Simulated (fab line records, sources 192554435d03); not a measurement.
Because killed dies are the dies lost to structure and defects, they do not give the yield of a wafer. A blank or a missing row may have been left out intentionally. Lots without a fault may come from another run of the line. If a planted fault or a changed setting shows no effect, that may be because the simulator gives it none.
fab line records / flow n5_finfet
[record] lots = 6 wafers = 18 last_day = 17
route steps=1938 shown BEOL_M5@1165 PASSIVATION@1936
lots that met no fault: taken from a fault-free run of the same line
start_h: start of the lot's first displayed wafer, in hours after the record's first day / wait_h: how many hours have passed since the lot's step before this one / " same as the row above / L1.1+2: one row covering several wafers at once / - either no value or no given start / * or withheld: withheld / < > ~ a bound
route shown NAME@n: names a module that has steps shown in the file, with the first one's number in the route / usual: mean and standard deviation over wafers with no fault / same: alike in all rows / chamber/n: place in a boat / sites: the reading at each site / _std_site: their standard deviation / _edge_site: mean of outer sites minus mean of inner sites / radius_mm: for every site, how far away it sits from the centre of the wafer / mask NAME#n: copy n / behind: tool/chamber where the wafer was last shaped / hold: reason for holding the lot/hours on hold/outcome of the hold / device: the transistor (n, p or np) that didn't switch / end of line: the same wafers' tests at the end of the route / a step given without rows: its recipe and nothing more / killed: dies lost to structure and defects at the first sort, not the wafer's yield / map: the dies of a wafer, with x for killed, . for not killed, _ for no die there
set.NAME: the setting as run; set.NAME@STEP: as run at that earlier step / model.NAME: the simulator's own value behind a step, which no gauge read
lots seen at some steps along the route; tables by step, rows by wafer
services: a tool's chamber out of use, with start hour (start_h, from the record's first day; less than 0 if before it), hours out, and reason
[[steps]]
[step N5_BEOL_M5_SRD_40]
[recipe] time_s = 30 temp_c = 23 rinse_liquid = diw dry = ipa_marangoni
[step N5_BEOL_M5_PRECLEAN_42]
[recipe] chemistry = residue_remover time_s = 60 temp_c = 40
[step N5_BEOL_M5_SRD_43]
[recipe] time_s = 30 temp_c = 23 rinse_liquid = diw dry = ipa_marangoni
[step N5_BEOL_M5_CD_MEAS_35]
[recipe] target_cd_nm = 28 target_cd_y_nm = 24 polarity = opening
[usual] cd_nm = 28.0/0.4
lot.wafer=L238.3 tool=cd_sem-02 chamber=- start_h=187.41 wait_h=0.0 cd_nm=28.3
lot.wafer=L238.5 tool=cd_sem-02 chamber=- start_h=187.41 wait_h=0.0 cd_nm=28.5
lot.wafer=L238.6 tool=cd_sem-02 chamber=- start_h=187.41 wait_h=0.0 cd_nm=28.0
lot.wafer=L244.2 tool=cd_sem-01 chamber=- start_h=219.99 wait_h=0.0 cd_nm=27.9
lot.wafer=L244.4 tool=cd_sem-01 chamber=- start_h=219.99 wait_h=0.0 cd_nm=28.3
lot.wafer=L244.5 tool=cd_sem-01 chamber=- start_h=219.99 wait_h=0.0 cd_nm=28.0
lot.wafer=L250.2 tool=cd_sem-02 chamber=- start_h=263.35 wait_h=0.0 cd_nm=27.7
lot.wafer=L250.3 tool=cd_sem-02 chamber=- start_h=263.35 wait_h=0.0 cd_nm=27.2
lot.wafer=L250.6 tool=cd_sem-02 chamber=- start_h=263.35 wait_h=0.0 cd_nm=27.4
lot.wafer=L251.3 tool=cd_sem-03 chamber=- start_h=268.90 wait_h=0.0 cd_nm=28.5
lot.wafer=L251.4 tool=cd_sem-03 chamber=- start_h=268.90 wait_h=0.0 cd_nm=27.9
lot.wafer=L251.5 tool=cd_sem-03 chamber=- start_h=268.90 wait_h=0.0 cd_nm=28.2
lot.wafer=L252.2 tool=cd_sem-01 chamber=- start_h=271.91 wait_h=0.0 cd_nm=28.2
lot.wafer=L252.4 tool=cd_sem-01 chamber=- start_h=271.91 wait_h=0.0 cd_nm=28.3
lot.wafer=L252.5 tool=cd_sem-01 chamber=- start_h=271.91 wait_h=0.0 cd_nm=27.8
lot.wafer=L256.1 tool=cd_sem-01 chamber=- start_h=298.54 wait_h=0.0 cd_nm=28.4
lot.wafer=L256.2 tool=cd_sem-01 chamber=- start_h=298.54 wait_h=0.0 cd_nm=28.6
lot.wafer=L256.4 tool=cd_sem-01 chamber=- start_h=298.54 wait_h=0.0 cd_nm=27.7
[step N5_BEOL_M5_CURE_80]
[recipe] temp_c = 370 time_s = 120 ambient = DMADMS/He material = SiCOH_lowk
[step N5_BEOL_M5_DEGAS_44]
[recipe] ambient = vacuum temp_c = 250 time_s = 60
[usual] heater_power_w = 340/37
lot.wafer=L238.3 tool=pvd_sputter-03 chamber=- start_h=187.85 wait_h=0.3 heater_power_w=283
lot.wafer=L238.5 tool=pvd_sputter-03 chamber=- start_h=187.85 wait_h=0.3 heater_power_w=289
lot.wafer=L238.6 tool=pvd_sputter-03 chamber=- start_h=187.85 wait_h=0.3 heater_power_w=357
lot.wafer=L244.2 tool=pvd_sputter-01 chamber=- start_h=220.41 wait_h=0.3 heater_power_w=333
lot.wafer=L244.4 tool=pvd_sputter-01 chamber=- start_h=220.41 wait_h=0.3 heater_power_w=386
lot.wafer=L244.5 tool=pvd_sputter-01 chamber=- start_h=220.41 wait_h=0.3 heater_power_w=329
lot.wafer=L250.2 tool=pvd_sputter-01 chamber=- start_h=264.11 wait_h=0.5 heater_power_w=402
lot.wafer=L250.3 tool=pvd_sputter-01 chamber=- start_h=264.11 wait_h=0.5 heater_power_w=333
lot.wafer=L250.6 tool=pvd_sputter-01 chamber=- start_h=264.11 wait_h=0.5 heater_power_w=401
lot.wafer=L251.3 tool=pvd_sputter-02 chamber=- start_h=269.46 wait_h=0.4 heater_power_w=293
lot.wafer=L251.4 tool=pvd_sputter-02 chamber=- start_h=269.46 wait_h=0.4 heater_power_w=381
lot.wafer=L251.5 tool=pvd_sputter-02 chamber=- start_h=269.46 wait_h=0.4 heater_power_w=308
lot.wafer=L252.2 tool=pvd_sputter-02 chamber=- start_h=272.59 wait_h=0.4 heater_power_w=310
lot.wafer=L252.4 tool=pvd_sputter-02 chamber=- start_h=272.59 wait_h=0.4 heater_power_w=346
lot.wafer=L252.5 tool=pvd_sputter-02 chamber=- start_h=272.59 wait_h=0.4 heater_power_w=377
lot.wafer=L256.1 tool=pvd_sputter-02 chamber=- start_h=298.90 wait_h=0.3 heater_power_w=309
lot.wafer=L256.2 tool=pvd_sputter-02 chamber=- start_h=298.90 wait_h=0.3 heater_power_w=377
lot.wafer=L256.4 tool=pvd_sputter-02 chamber=- start_h=298.90 wait_h=0.3 heater_power_w=348
[step N5_BEOL_M5_PRE_CLEAN_45]
[recipe] gas = H2/He time_s = 30 temp_c = 250
[usual] heater_power_w = 339/38
lot.wafer=L238.3 tool=pvd_sputter-03 chamber=- start_h=187.89 wait_h=0.0 heater_power_w=287
lot.wafer=L238.5 tool=pvd_sputter-03 chamber=- start_h=187.89 wait_h=0.0 heater_power_w=297
lot.wafer=L238.6 tool=pvd_sputter-03 chamber=- start_h=187.89 wait_h=0.0 heater_power_w=350
lot.wafer=L244.2 tool=pvd_sputter-01 chamber=- start_h=220.45 wait_h=0.0 heater_power_w=324
lot.wafer=L244.4 tool=pvd_sputter-01 chamber=- start_h=220.45 wait_h=0.0 heater_power_w=375
lot.wafer=L244.5 tool=pvd_sputter-01 chamber=- start_h=220.45 wait_h=0.0 heater_power_w=326
lot.wafer=L250.2 tool=pvd_sputter-01 chamber=- start_h=264.15 wait_h=0.0 heater_power_w=395
lot.wafer=L250.3 tool=pvd_sputter-01 chamber=- start_h=264.15 wait_h=0.0 heater_power_w=328
lot.wafer=L250.6 tool=pvd_sputter-01 chamber=- start_h=264.15 wait_h=0.0 heater_power_w=391
lot.wafer=L251.3 tool=pvd_sputter-02 chamber=- start_h=269.50 wait_h=0.0 heater_power_w=286
lot.wafer=L251.4 tool=pvd_sputter-02 chamber=- start_h=269.50 wait_h=0.0 heater_power_w=379
lot.wafer=L251.5 tool=pvd_sputter-02 chamber=- start_h=269.50 wait_h=0.0 heater_power_w=319
lot.wafer=L252.2 tool=pvd_sputter-02 chamber=- start_h=272.63 wait_h=0.0 heater_power_w=307
lot.wafer=L252.4 tool=pvd_sputter-02 chamber=- start_h=272.63 wait_h=0.0 heater_power_w=355
lot.wafer=L252.5 tool=pvd_sputter-02 chamber=- start_h=272.63 wait_h=0.0 heater_power_w=373
lot.wafer=L256.1 tool=pvd_sputter-02 chamber=- start_h=298.94 wait_h=0.0 heater_power_w=309
lot.wafer=L256.2 tool=pvd_sputter-02 chamber=- start_h=298.94 wait_h=0.0 heater_power_w=375
lot.wafer=L256.4 tool=pvd_sputter-02 chamber=- start_h=298.94 wait_h=0.0 heater_power_w=350
[step N5_BEOL_M5_ALD_86]
[recipe] material = TaN target_thk_a = * temp_c = 275 ald_precursor_family = PDMAT ald_co_reactant = NH3 pressure_torr = 3 carrier_flow_sccm = 1500 pulse_time_s = 2 purge_time_s = 3 co_reactant_purge_time_s = 2 co_reactant_pulse_time_s = 3 ald_cycles = 30 precursor_vessel_temp_c = 75 precursor_vessel_pressure_torr = 26.25 precursor_vessel_carrier_sccm = 1000
[usual] heater_power_w = 439/64
[same] purge_time_s = 3
lot.wafer=L238.3 tool=ald_metal-03 chamber=3 start_h=187.95 wait_h=0.0 heater_power_w=500 since_wet_clean_h=1389
lot.wafer=L238.5 tool=ald_metal-03 chamber=0 start_h=187.95 wait_h=0.0 heater_power_w=393 since_wet_clean_h=-
lot.wafer=L238.6 tool=ald_metal-03 chamber=3 start_h=187.95 wait_h=0.0 heater_power_w=505 since_wet_clean_h=-
lot.wafer=L244.2 tool=ald_metal-04 chamber=0 start_h=220.52 wait_h=0.0 heater_power_w=444 since_wet_clean_h=2960
lot.wafer=L244.4 tool=ald_metal-04 chamber=1 start_h=220.52 wait_h=0.0 heater_power_w=412 since_wet_clean_h=2960
lot.wafer=L244.5 tool=ald_metal-04 chamber=2 start_h=220.52 wait_h=0.0 heater_power_w=367 since_wet_clean_h=-
lot.wafer=L250.2 tool=ald_metal-04 chamber=1 start_h=264.22 wait_h=0.0 heater_power_w=400 since_wet_clean_h=3004
lot.wafer=L250.3 tool=ald_metal-04 chamber=3 start_h=264.22 wait_h=0.0 heater_power_w=442 since_wet_clean_h=3004
lot.wafer=L250.6 tool=ald_metal-04 chamber=2 start_h=264.22 wait_h=0.0 heater_power_w=360 since_wet_clean_h=-
lot.wafer=L251.3 tool=ald_metal-03 chamber=1 start_h=269.80 wait_h=0.3 heater_power_w=462 since_wet_clean_h=1471
lot.wafer=L251.4 tool=ald_metal-03 chamber=3 start_h=269.80 wait_h=0.3 heater_power_w=506 since_wet_clean_h=1471
lot.wafer=L251.5 tool=ald_metal-03 chamber=3 start_h=269.80 wait_h=0.3 heater_power_w=498 since_wet_clean_h=-
lot.wafer=L252.2 tool=ald_metal-01 chamber=1 start_h=272.85 wait_h=0.2 heater_power_w=377 since_wet_clean_h=6090
lot.wafer=L252.4 tool=ald_metal-01 chamber=0 start_h=272.85 wait_h=0.2 heater_power_w=456 since_wet_clean_h=6090
lot.wafer=L252.5 tool=ald_metal-01 chamber=1 start_h=272.85 wait_h=0.2 heater_power_w=377 since_wet_clean_h=-
lot.wafer=L256.1 tool=ald_metal-01 chamber=0 start_h=299.11 wait_h=0.2 heater_power_w=453 since_wet_clean_h=6116
lot.wafer=L256.2 tool=ald_metal-01 chamber=1 start_h=299.11 wait_h=0.2 heater_power_w=368 since_wet_clean_h=6116
lot.wafer=L256.4 tool=ald_metal-01 chamber=2 start_h=299.11 wait_h=0.2 heater_power_w=608 since_wet_clean_h=6116
[step N5_BEOL_M5_SURFACE_TREAT_87]
[recipe] gas = Ar time_s = * ion_energy_ev = * ion_current_ma_cm2 = 0.5 pressure_mtorr = * ar_flow_sccm = 30
[step N5_BEOL_M5_CVD_47]
[recipe] material = Co target_thk_a = 30 temp_c = withheld precursor = CCTBA/H2 pressure_torr = 30 time_s = 216
[step N5_BEOL_M5_SPUTTER_48]
[recipe] material = Cu target_thk_a = 150 temp_c = -20 chamber_pressure_pa = 0.07 power_w = withheld time_s = 27.62
[usual] chamber_pressure_pa = 0.07/0.00014 chuck_gas_flow_sccm = 1.26/0.05 throttle_valve_pct = 30.3/1.1
lot.wafer=L238.3 tool=pvd_sputter-02 chamber=- start_h=188.42 wait_h=0.1 chamber_pressure_pa=0.07011 chuck_gas_flow_sccm=1.25 throttle_valve_pct=30.5
lot.wafer=L238.5 tool=pvd_sputter-02 chamber=- start_h=188.42 wait_h=0.1 chamber_pressure_pa=0.07003 chuck_gas_flow_sccm=1.17 throttle_valve_pct=29.7
lot.wafer=L238.6 tool=pvd_sputter-02 chamber=- start_h=188.42 wait_h=0.1 chamber_pressure_pa=0.07023 chuck_gas_flow_sccm=1.22 throttle_valve_pct=30.3
lot.wafer=L244.2 tool=pvd_sputter-01 chamber=- start_h=221.06 wait_h=0.1 chamber_pressure_pa=0.07002 chuck_gas_flow_sccm=1.27 throttle_valve_pct=30.3
lot.wafer=L244.4 tool=pvd_sputter-01 chamber=- start_h=221.06 wait_h=0.1 chamber_pressure_pa=0.06984 chuck_gas_flow_sccm=1.23 throttle_valve_pct=33.1
lot.wafer=L244.5 tool=pvd_sputter-01 chamber=- start_h=221.06 wait_h=0.1 chamber_pressure_pa=0.06986 chuck_gas_flow_sccm=1.40 throttle_valve_pct=30.3
lot.wafer=L250.2 tool=pvd_sputter-01 chamber=- start_h=264.71 wait_h=0.1 chamber_pressure_pa=0.06992 chuck_gas_flow_sccm=1.30 throttle_valve_pct=33.0
lot.wafer=L250.3 tool=pvd_sputter-01 chamber=- start_h=264.71 wait_h=0.1 chamber_pressure_pa=0.07009 chuck_gas_flow_sccm=1.25 throttle_valve_pct=30.6
lot.wafer=L250.6 tool=pvd_sputter-01 chamber=- start_h=264.71 wait_h=0.1 chamber_pressure_pa=0.07004 chuck_gas_flow_sccm=1.26 throttle_valve_pct=30.8
lot.wafer=L251.3 tool=pvd_sputter-03 chamber=- start_h=271.59 wait_h=0.1 chamber_pressure_pa=0.07011 chuck_gas_flow_sccm=1.27 throttle_valve_pct=30.0
lot.wafer=L251.4 tool=pvd_sputter-03 chamber=- start_h=271.59 wait_h=0.1 chamber_pressure_pa=0.06975 chuck_gas_flow_sccm=1.21 throttle_valve_pct=30.1
lot.wafer=L251.5 tool=pvd_sputter-03 chamber=- start_h=271.59 wait_h=0.1 chamber_pressure_pa=0.07007 chuck_gas_flow_sccm=1.32 throttle_valve_pct=30.0
lot.wafer=L252.2 tool=pvd_sputter-01 chamber=- start_h=273.60 wait_h=0.2 chamber_pressure_pa=0.06991 chuck_gas_flow_sccm=1.35 throttle_valve_pct=30.7
lot.wafer=L252.4 tool=pvd_sputter-01 chamber=- start_h=273.60 wait_h=0.2 chamber_pressure_pa=0.06998 chuck_gas_flow_sccm=1.31 throttle_valve_pct=30.7
lot.wafer=L252.5 tool=pvd_sputter-01 chamber=- start_h=273.60 wait_h=0.2 chamber_pressure_pa=0.07007 chuck_gas_flow_sccm=1.26 throttle_valve_pct=33.2
lot.wafer=L256.1 tool=pvd_sputter-02 chamber=- start_h=301.20 wait_h=1.5 chamber_pressure_pa=0.06995 chuck_gas_flow_sccm=1.18 throttle_valve_pct=29.1
lot.wafer=L256.2 tool=pvd_sputter-02 chamber=- start_h=301.20 wait_h=1.5 chamber_pressure_pa=0.07024 chuck_gas_flow_sccm=1.21 throttle_valve_pct=30.2
lot.wafer=L256.4 tool=pvd_sputter-02 chamber=- start_h=301.20 wait_h=1.5 chamber_pressure_pa=0.07 chuck_gas_flow_sccm=1.29 throttle_valve_pct=29.9
[step N5_BEOL_M5_ANNEAL_49]
[recipe] temp_c = 400 time_s = 1800 ambient = vacuum
[step N5_BEOL_M5_SPUTTER_81]
[recipe] material = Cu target_thk_a = 150 temp_c = -20 chamber_pressure_pa = 0.07 power_w = withheld time_s = 27.62
[usual] chamber_pressure_pa = 0.07/0.00014 chuck_gas_flow_sccm = 1.27/0.051 throttle_valve_pct = 30.3/1.1
lot.wafer=L238.3 tool=pvd_sputter-02 chamber=- start_h=189.64 wait_h=0.6 chamber_pressure_pa=0.0698 chuck_gas_flow_sccm=1.27 throttle_valve_pct=30.3
lot.wafer=L238.5 tool=pvd_sputter-02 chamber=- start_h=189.64 wait_h=0.6 chamber_pressure_pa=0.06992 chuck_gas_flow_sccm=1.26 throttle_valve_pct=30.1
lot.wafer=L238.6 tool=pvd_sputter-02 chamber=- start_h=189.64 wait_h=0.6 chamber_pressure_pa=0.07 chuck_gas_flow_sccm=1.17 throttle_valve_pct=30.3
lot.wafer=L244.2 tool=pvd_sputter-01 chamber=- start_h=222.28 wait_h=0.6 chamber_pressure_pa=0.07021 chuck_gas_flow_sccm=1.31 throttle_valve_pct=30.5
lot.wafer=L244.4 tool=pvd_sputter-01 chamber=- start_h=222.28 wait_h=0.6 chamber_pressure_pa=0.07004 chuck_gas_flow_sccm=1.20 throttle_valve_pct=32.8
lot.wafer=L244.5 tool=pvd_sputter-01 chamber=- start_h=222.28 wait_h=0.6 chamber_pressure_pa=0.07008 chuck_gas_flow_sccm=1.34 throttle_valve_pct=30.1
lot.wafer=L250.2 tool=pvd_sputter-01 chamber=- start_h=265.80 wait_h=0.5 chamber_pressure_pa=0.06999 chuck_gas_flow_sccm=1.30 throttle_valve_pct=33.1
lot.wafer=L250.3 tool=pvd_sputter-01 chamber=- start_h=265.80 wait_h=0.5 chamber_pressure_pa=0.07491 chuck_gas_flow_sccm=1.22 throttle_valve_pct=29.4
lot.wafer=L250.6 tool=pvd_sputter-01 chamber=- start_h=265.80 wait_h=0.5 chamber_pressure_pa=0.07018 chuck_gas_flow_sccm=1.23 throttle_valve_pct=30.8
lot.wafer=L251.3 tool=pvd_sputter-03 chamber=- start_h=272.67 wait_h=0.5 chamber_pressure_pa=0.07009 chuck_gas_flow_sccm=1.31 throttle_valve_pct=29.8
lot.wafer=L251.4 tool=pvd_sputter-03 chamber=- start_h=272.67 wait_h=0.5 chamber_pressure_pa=0.07017 chuck_gas_flow_sccm=1.23 throttle_valve_pct=30.6
lot.wafer=L251.5 tool=pvd_sputter-03 chamber=- start_h=272.67 wait_h=0.5 chamber_pressure_pa=0.07006 chuck_gas_flow_sccm=1.30 throttle_valve_pct=30.4
lot.wafer=L252.2 tool=pvd_sputter-01 chamber=- start_h=274.68 wait_h=0.5 chamber_pressure_pa=0.07504 chuck_gas_flow_sccm=1.30 throttle_valve_pct=29.7
lot.wafer=L252.4 tool=pvd_sputter-01 chamber=- start_h=274.68 wait_h=0.5 chamber_pressure_pa=0.06977 chuck_gas_flow_sccm=1.31 throttle_valve_pct=30.7
lot.wafer=L252.5 tool=pvd_sputter-01 chamber=- start_h=274.68 wait_h=0.5 chamber_pressure_pa=0.06996 chuck_gas_flow_sccm=1.18 throttle_valve_pct=33.1
lot.wafer=L256.1 tool=pvd_sputter-02 chamber=- start_h=302.28 wait_h=0.5 chamber_pressure_pa=0.06994 chuck_gas_flow_sccm=1.30 throttle_valve_pct=29.2
lot.wafer=L256.2 tool=pvd_sputter-02 chamber=- start_h=302.28 wait_h=0.5 chamber_pressure_pa=0.07013 chuck_gas_flow_sccm=1.31 throttle_valve_pct=30.1
lot.wafer=L256.4 tool=pvd_sputter-02 chamber=- start_h=302.28 wait_h=0.5 chamber_pressure_pa=0.07007 chuck_gas_flow_sccm=1.21 throttle_valve_pct=29.8
[step N5_BEOL_M5_ANNEAL_82]
[recipe] temp_c = 400 time_s = 1800 ambient = vacuum
[usual] heater_power_w = 848/92 susceptor_temp_C_max = 400.92/0.29
lot.wafer=L238.3 tool=pvd_sputter-02 chamber=- start_h=189.73 wait_h=0.0 heater_power_w=930 susceptor_temp_C_max=401.08
lot.wafer=L238.5 tool=pvd_sputter-02 chamber=- start_h=189.73 wait_h=0.0 heater_power_w=883 susceptor_temp_C_max=400.90
lot.wafer=L238.6 tool=pvd_sputter-02 chamber=- start_h=189.73 wait_h=0.0 heater_power_w=965 susceptor_temp_C_max=401.43
lot.wafer=L244.2 tool=pvd_sputter-01 chamber=- start_h=222.37 wait_h=0.0 heater_power_w=937 susceptor_temp_C_max=400.99
lot.wafer=L244.4 tool=pvd_sputter-01 chamber=- start_h=222.37 wait_h=0.0 heater_power_w=820 susceptor_temp_C_max=400.85
lot.wafer=L244.5 tool=pvd_sputter-01 chamber=- start_h=222.37 wait_h=0.0 heater_power_w=950 susceptor_temp_C_max=401.14
lot.wafer=L250.2 tool=pvd_sputter-01 chamber=- start_h=265.88 wait_h=0.0 heater_power_w=811 susceptor_temp_C_max=400.89
lot.wafer=L250.3 tool=pvd_sputter-01 chamber=- start_h=265.88 wait_h=0.0 heater_power_w=812 susceptor_temp_C_max=400.85
lot.wafer=L250.6 tool=pvd_sputter-01 chamber=- start_h=265.88 wait_h=0.0 heater_power_w=1001 susceptor_temp_C_max=400.77
lot.wafer=L251.3 tool=pvd_sputter-03 chamber=- start_h=272.75 wait_h=0.0 heater_power_w=745 susceptor_temp_C_max=400.95
lot.wafer=L251.4 tool=pvd_sputter-03 chamber=- start_h=272.75 wait_h=0.0 heater_power_w=788 susceptor_temp_C_max=400.87
lot.wafer=L251.5 tool=pvd_sputter-03 chamber=- start_h=272.75 wait_h=0.0 heater_power_w=729 susceptor_temp_C_max=400.93
lot.wafer=L252.2 tool=pvd_sputter-01 chamber=- start_h=274.76 wait_h=0.0 heater_power_w=827 susceptor_temp_C_max=401.12
lot.wafer=L252.4 tool=pvd_sputter-01 chamber=- start_h=274.76 wait_h=0.0 heater_power_w=1010 susceptor_temp_C_max=401.03
lot.wafer=L252.5 tool=pvd_sputter-01 chamber=- start_h=274.76 wait_h=0.0 heater_power_w=805 susceptor_temp_C_max=400.75
lot.wafer=L256.1 tool=pvd_sputter-02 chamber=- start_h=302.36 wait_h=0.0 heater_power_w=787 susceptor_temp_C_max=400.86
lot.wafer=L256.2 tool=pvd_sputter-02 chamber=- start_h=302.36 wait_h=0.0 heater_power_w=909 susceptor_temp_C_max=401.02
lot.wafer=L256.4 tool=pvd_sputter-02 chamber=- start_h=302.36 wait_h=0.0 heater_power_w=863 susceptor_temp_C_max=400.83
[step N5_PASSIVATION_PROBE_49]
[usual] defect_limited_yield = 91.0/1.4 killed_at_M0_to_M3 = 35/10 killed_at_M4_up = 13/6 killed_at_contacts = 13/6.4 killed_at_front_end = 42/12 killed_at_other = 3.2/2.4 killed_dies = 107/17 killed_open = 69/13 killed_short = 33/7.3 sort_bin_5_function = 5.3/0.92 sort_bin_6_memory = 3.3/0.66 sort_n_pass = 1073/17 sort_yield_pct = 90.9/1.4
[same] gross_dies = 1180 killed_at_back_side = 0 sort_bin_4_leakage[%] = 0 sort_bin_8_speed[%] = 0
lot.wafer=L256.1 tool=prober-01 chamber=- start_h=398.27 wait_h=0.0 defect_limited_yield[%]=90.3 killed_at_M0_to_M3=40 killed_at_M4_up=12 killed_at_contacts=14 killed_at_front_end=47 killed_at_other=2 killed_dies=115 killed_open=68 killed_short=42 sort_bin_5_function[%]=5.6 sort_bin_6_memory[%]=3.6 sort_n_pass=1065 sort_yield_pct[%]=90.3
lot.wafer=L256.2 tool=prober-01 chamber=- start_h=398.32 wait_h=0.1 defect_limited_yield[%]=92.5 killed_at_M0_to_M3=14 killed_at_M4_up=12 killed_at_contacts=20 killed_at_front_end=37 killed_at_other=5 killed_dies=88 killed_open=60 killed_short=27 sort_bin_5_function[%]=4.4 sort_bin_6_memory[%]=2.8 sort_n_pass=1092 sort_yield_pct[%]=92.5
lot.wafer=L256.4 tool=prober-01 chamber=- start_h=398.42 wait_h=0.2 defect_limited_yield[%]=91.2 killed_at_M0_to_M3=30 killed_at_M4_up=16 killed_at_contacts=18 killed_at_front_end=35 killed_at_other=5 killed_dies=104 killed_open=75 killed_short=28 sort_bin_5_function[%]=5.0 sort_bin_6_memory[%]=3.4 sort_n_pass=1076 sort_yield_pct[%]=91.2
// killed by level:class
L256.1 MOL_CONTACT_COAG:geometric_particle:open=12 BEOL_M1:geometric_particle:open=12 FIN_SAQP:geometric_particle:short=11 FIN_SAQP:geometric_particle:open=10 STI_FIN_REVEAL:geometric_particle:open=8 BEOL_M1:geometric_particle:short=6 BEOL_M2:geometric_particle:open=6 BEOL_M0_SAQP:geometric_particle:short=5
L256.2 MOL_CONTACT_COAG:geometric_particle:open=15 STI_FIN_REVEAL:geometric_particle:open=12 BEOL_M4:geometric_particle:open=9 STARTING-WAFER:geometric_particle:open=6 STI_FIN_REVEAL:geometric_particle:short=5 DUMMY_GATE:geometric_particle:short=5 MOL_CONTACT_COAG:geometric_particle:short=5 BEOL_M2:geometric_particle:open=4
L256.4 STI_FIN_REVEAL:geometric_particle:open=13 MOL_CONTACT_COAG:geometric_particle:open=13 BEOL_M2:geometric_particle:open=13 DUMMY_GATE:geometric_particle:open=9 BEOL_M1:geometric_particle:open=7 MOL_CONTACT_COAG:geometric_particle:short=5 BEOL_M4:geometric_particle:short=5 GATE_CUT:geometric_particle:short=3
[[services]]
tool=ald_metal-04 chamber=3 start_h=173.96 hours=39.0 kind=repair
tool=ald_metal-04 chamber=- start_h=245.53 hours=8.7 kind=pm
tool=ald_metal-01 chamber=3 start_h=251.34 hours=- kind=calibration
tool=ald_metal-01 chamber=- start_h=259.18 hours=2.8 kind=pm
tool=ald_metal-03 chamber=0 start_h=299.93 hours=25.9 kind=repair
[[key]]
[first_sign] step = N5_BEOL_M5_SPUTTER_81 reading = chamber_pressure_pa direction = up sigmas = 37 usual = 0.07 struck = 0.07497
effect none on later readings
met_at N5_BEOL_M5_SPUTTER_81
struck_wafers L250.3,L252.2
[fault] kind = process_parameter_drift tool = pvd_sputter-01 chamber = - onset_h = 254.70 steps = N5_BEOL_M5_SPUTTER_81 channel = chamber_pressure_pa offset = 0.0050079 shape = step end_h = 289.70 acts_in = these_recipes_only stated = 0.07 scope = struck_wafers_only
